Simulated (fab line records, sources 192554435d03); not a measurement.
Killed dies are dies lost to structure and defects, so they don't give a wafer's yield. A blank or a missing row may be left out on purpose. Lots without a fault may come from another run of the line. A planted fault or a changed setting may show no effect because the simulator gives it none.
Chamber matching | flow n5_finfet | N5_BEOL_M11_ETCH_66 on rie_diel-03: 4 sister chambers
The step etches SOC in N2/H2, target depth 120 nm, overetch 24 nm, time 180 s. 4 wafers are shown with their chamber, then 8 later ones without.

WAFERS WITH THEIR CHAMBER
wafer  | chamber | showerhead_plenum_p_Torr (Torr)
L084.2 | 3       | 2.46
L084.3 | 1       | 2.56
L081.5 | 2       | 2.66
L088.2 | 0       | 2.71

WAFERS WITHOUT THEIR CHAMBER
wafer  | showerhead_plenum_p_Torr (Torr)
L088.3 | 2.56
L088.5 | 2.46
L092.2 | 2.66
L092.3 | 2.56
L092.5 | 2.46
L096.3 | 2.55
L096.4 | 2.65
L096.5 | 2.46

WHICH CHAMBER EACH WENT THROUGH
wafer  | from the rows above | in truth
L088.3 | 1                   | 1
L088.5 | 3                   | 3
L092.2 | 2                   | 2
L092.3 | 1                   | 1
L092.5 | 3                   | 3
L096.3 | 1                   | 1
L096.4 | 2                   | 2
L096.5 | 3                   | 3
Placed correctly: 8 of 8. Can't be placed from these rows: 0. Placed wrongly: 0.
How it was worked out, from the rows above alone: a wafer's distance from a chamber is the root of the sum, over the readings, of the square of ((its reading less the chamber's mean) divided by the reading's scatter). The wafer belongs to the nearest chamber; if the next one is less than 2 further off, it can't be placed. A chamber's mean is the mean of its shown wafers. The scatter: with one shown wafer a chamber, the root of the mean of the squares of how far each hidden wafer lies from its nearest shown one.
